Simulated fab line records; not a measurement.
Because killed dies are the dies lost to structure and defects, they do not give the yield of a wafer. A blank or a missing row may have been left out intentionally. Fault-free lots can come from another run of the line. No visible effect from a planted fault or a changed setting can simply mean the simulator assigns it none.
A struck lot beside a sound one + flow nand harc + 13 steps out of a route of 1159
Sound: these wafers, L877.2, L877.3, L877.5. Struck: wafer L879.3 (L879.2, L879.6, from the same lot, were not struck and are left out); the cause is given at the end.
At each step with rows: each side's tool, then ch and its chambers, then its first start. Under that, the readings that differ: sound wafers + struck wafers + difference of the means + sigmas: that difference in standard deviations of wafers without a fault.
alike: readings with means less than 2 such deviations apart, plus words and numbers identical on both sides. not compared: withheld readings, readings lacking a value on some wafer, bounds such as >300 that could conceal the same value, and numbers that have no deviation in the record and whose values overlap.
Wherever a step has rows on one side only, a row that says differs or no value, or a row with sigmas, the two part there. Non-overlapping numbers with no deviation appear without sigmas and do not part them. Lack of a reading on every wafer of one side parts them only where that side has two or more wafers.

NHARC_A_WL_FILL_ALD_02: deposits TiN, target thk 2 nm, pulse time 3 s, ald cycles 100.
  sound on ald metal-04 ch 1,2, day 17 20:28; struck on ald metal-04 ch 1, day 18 23:42
  alike: heater power outer w, heater power w, precursor pulse height rel, susceptor temp C
NHARC_A_WL_FILL_CVD_03: deposits W, target thk 40 nm, time 3302 s.
  sound on cvd w-01 ch 1, day 17 21:18; struck on cvd w-02 ch 0, day 19 00:32
  alike: heater power outer w, heater power w, susceptor temp C, throttle valve pct
NHARC_A_WL_FILL_ETCHBACK_04: etches the open film in NF3, target depth 60 nm, time 120 s.
  sound on rie metal-03 ch 0,1, day 18 00:41; struck on rie metal-02 ch 1, day 19 03:26
  alike: drypump motor current A, oes product au, run length s
  not compared: rf hours counter h
NHARC_A_WL_FILL_ETCHBACK_05: etches the open film in Cl2/BCl3, target depth 22 nm, time 60 s.
  sound on rie metal-03 ch 0,1, day 18 00:55; struck on rie metal-02 ch 1, day 19 03:50
  alike: drypump motor current A, oes product au, run length s
  not compared: rf hours counter h
then, 5 steps without rows for these wafers: NHARC_A_WL_FILL_STRIP_27 (strips in N2/H2, time 20 s); NHARC_A_WL_FILL_STRIP_28 (strips in post etch residue remover, time 1200 s); NHARC_A_WL_FILL_PRECLEAN_06 (cleans in DIW, time 300 s); NHARC_A_WL_FILL_SRD_07; NHARC_A_WL_FILL_ANNEAL_08 (time 1800 s).
NHARC_A_WL_FILL_ALD_10: deposits SiO2, target thk 50 nm, pulse time 10 s, ald cycles 500.
  sound on ald hk-03 ch 1,2,3, day 18 07:19; struck on ald hk-02 ch 3, day 19 10:16
| reading                    | sound             | struck | difference | sigmas |
|----------------------------|-------------------|--------|------------|--------|
| precursor pulse height rel | 1.000 1.040 1.054 | 0.989  | -0.042     | -2     |
  alike: heater power outer w, heater power w, susceptor temp C
NHARC_A_WL_FILL_ETCHBACK_16: etches the open film in C4F8/O2/Ar, target depth 88 nm, time 17.6 s.
  sound on rie diel-02 ch 1,3, day 18 11:58; struck on rie diel-02 ch 2, day 19 14:24
| reading          | sound          | struck | difference | sigmas |
|------------------|----------------|--------|------------|--------|
| run length s (s) | 38.8 39.6 40.0 | 28.0   | -11.5      | -24    |
  alike: oes product au, rf vpp V
  not compared: rf hours counter h
then, 1 step without rows for these wafers: NHARC_A_WL_FILL_STRIP_29 (strips in O2, time 20 s).
-- the record jumps here: 4 days lie between the struck wafers' starts before and after (it left off in module A_WL_FILL and takes up again in module END, whose first step shown is number 1159 of the route) --
NHARC_END_SORT_01:
  here the record holds rows for the struck wafers (prober-02 ch 0, day 23 08:54) but none for the sound ones

== WHERE THEY PART ==
At NHARC_A_WL_FILL_ALD_10 first; at NHARC_END_SORT_01 last (within this record only).

WHY: what had been put in by the simulator
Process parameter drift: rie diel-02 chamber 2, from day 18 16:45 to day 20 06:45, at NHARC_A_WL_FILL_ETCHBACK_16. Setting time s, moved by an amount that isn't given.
